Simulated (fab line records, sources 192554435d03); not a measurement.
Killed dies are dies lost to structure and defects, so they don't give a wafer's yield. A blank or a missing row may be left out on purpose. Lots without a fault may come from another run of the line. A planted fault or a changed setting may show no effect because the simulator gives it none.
Chamber matching | flow n5_finfet | N5_BEOL_M9_DESCUM_33 on rie_diel-06: 4 sister chambers
The step chemistry O2, time 7 s. 4 wafers are shown with their chamber, then 10 later ones without.

WAFERS WITH THEIR CHAMBER
wafer  | chamber | drypump_motor_current_A (A)
L081.6 | 2       | 6.8
L090.6 | 1       | 5.7
L089.2 | 3       | 5.2
L089.5 | 0       | 5.7

WAFERS WITHOUT THEIR CHAMBER
wafer  | drypump_motor_current_A (A)
L089.6 | 5.7
L091.1 | 5.7
L091.3 | 6.7
L091.6 | 6.7
L095.4 | 5.7
L095.5 | 5.7
L095.6 | 6.7
L096.1 | 5.7
L096.3 | 5.2
L096.5 | 5.2

WHICH CHAMBER EACH WENT THROUGH
wafer  | from the rows above     | in truth
L089.6 | can't be placed: 0 or 1 | 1
L091.1 | can't be placed: 0 or 1 | 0
L091.3 | 2                       | 2
L091.6 | 2                       | 2
L095.4 | can't be placed: 0 or 1 | 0
L095.5 | can't be placed: 0 or 1 | 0
L095.6 | 2                       | 2
L096.1 | can't be placed: 0 or 1 | 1
L096.3 | 3                       | 3
L096.5 | 3                       | 3
Placed correctly: 5 of 10. Can't be placed from these rows: 5 (the true chamber is among the candidates in 5). Placed wrongly: 0.
How it was worked out, from the rows above alone: a wafer's distance from a chamber is the root of the sum, over the readings, of the square of ((its reading less the chamber's mean) divided by the reading's scatter). The wafer belongs to the nearest chamber; if the next one is less than 2 further off, it can't be placed. A chamber's mean is the mean of its shown wafers. The scatter: with one shown wafer a chamber, the root of the mean of the squares of how far each hidden wafer lies from its nearest shown one.
